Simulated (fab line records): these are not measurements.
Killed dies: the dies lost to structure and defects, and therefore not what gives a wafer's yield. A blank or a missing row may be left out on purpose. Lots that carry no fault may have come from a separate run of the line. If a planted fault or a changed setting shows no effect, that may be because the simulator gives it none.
Matching of chambers -- flow n5Finfet -- 3 sister chambers for N5_BEOL_M6_CURE_74 on uvCure-01
The step cures SiCOH lowk, time 240 s. 22 wafers are shown with their chamber, then 11 later ones without.

WAFERS WITH THEIR CHAMBER
wafer,chamber,wafer_temp_C_max,lampPowerPct (%)
L076.1,2,387.2,52.31
L076.3,2,387.4,52.30
L076.4,2,386.5,52.28
L079.2,1,385.7,52.35
L079.3,1,386.0,52.20
L079.5,1,386.6,52.22
L080.1,0,386.7,52.33
L080.5,0,386.7,52.32
L080.6,0,386.6,52.36
L084.1,2,387.1,52.30
L084.2,2,387.1,52.31
L084.4,2,386.7,52.29
L085.2,1,385.9,52.29
L085.5,1,386.0,52.23
L085.6,1,386.0,52.32
L089.4,0,386.3,52.42
L089.5,0,386.2,52.30
L089.6,0,386.7,52.27
L092.1,0,387.0,52.35
L092.3,0,386.0,52.43
L092.6,0,386.4,52.25
L091.1,0,386.7,52.35

SIGNATURES, as means of the wafers listed above
reading,chamber 0,chamber 1,chamber 2,scatter within a chamber
wafer_temp_C_max,386.530,386.033,387.000,0.309
lampPowerPct,52.3380,52.2683,52.2983,0.0508
Rule: a wafer lies at a distance from a chamber equal to the root of the sum of squares, over the readings, of (its reading less the chamber's mean, divided by the reading's scatter). If the next closest chamber is less than 2 further off than the closest, the wafer can't be placed; otherwise it belongs to the closest. The scatter is the square root of a quotient: the sum, over the shown wafers, of each reading's squared deviation from its chamber's mean, divided by wafers minus chambers.

WAFERS WITHOUT THEIR CHAMBER
wafer,wafer_temp_C_max,lampPowerPct (%)
L091.4,386.5,52.29
L091.5,386.4,52.28
L091.2,386.2,52.31
L091.3,386.9,52.35
L091.6,386.9,52.27
L095.1,387.1,52.34
L095.5,386.4,52.31
L095.6,386.2,52.25
L096.1,386.9,52.37
L096.2,386.6,52.28
L096.6,386.9,52.40

WHICH CHAMBER EACH ONE RAN IN
wafer,from the rows above,in truth
L091.4,can't be placed: 0 or 1 or 2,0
L091.5,can't be placed: 1 or 0 or 2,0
L091.2,can't be placed: 1 or 0 or 2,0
L091.3,can't be placed: 2 or 0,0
L091.6,can't be placed: 2 or 0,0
L095.1,can't be placed: 2 or 0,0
L095.5,can't be placed: 0 or 1 or 2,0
L095.6,can't be placed: 1 or 0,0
L096.1,can't be placed: 0 or 2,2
L096.2,can't be placed: 0 or 2 or 1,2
L096.6,can't be placed: 0 or 2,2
Placed correctly: 0 of 11. From these rows, 11 cannot be placed; in 11 the true chamber is one of the candidates. Wrongly placed: 0.
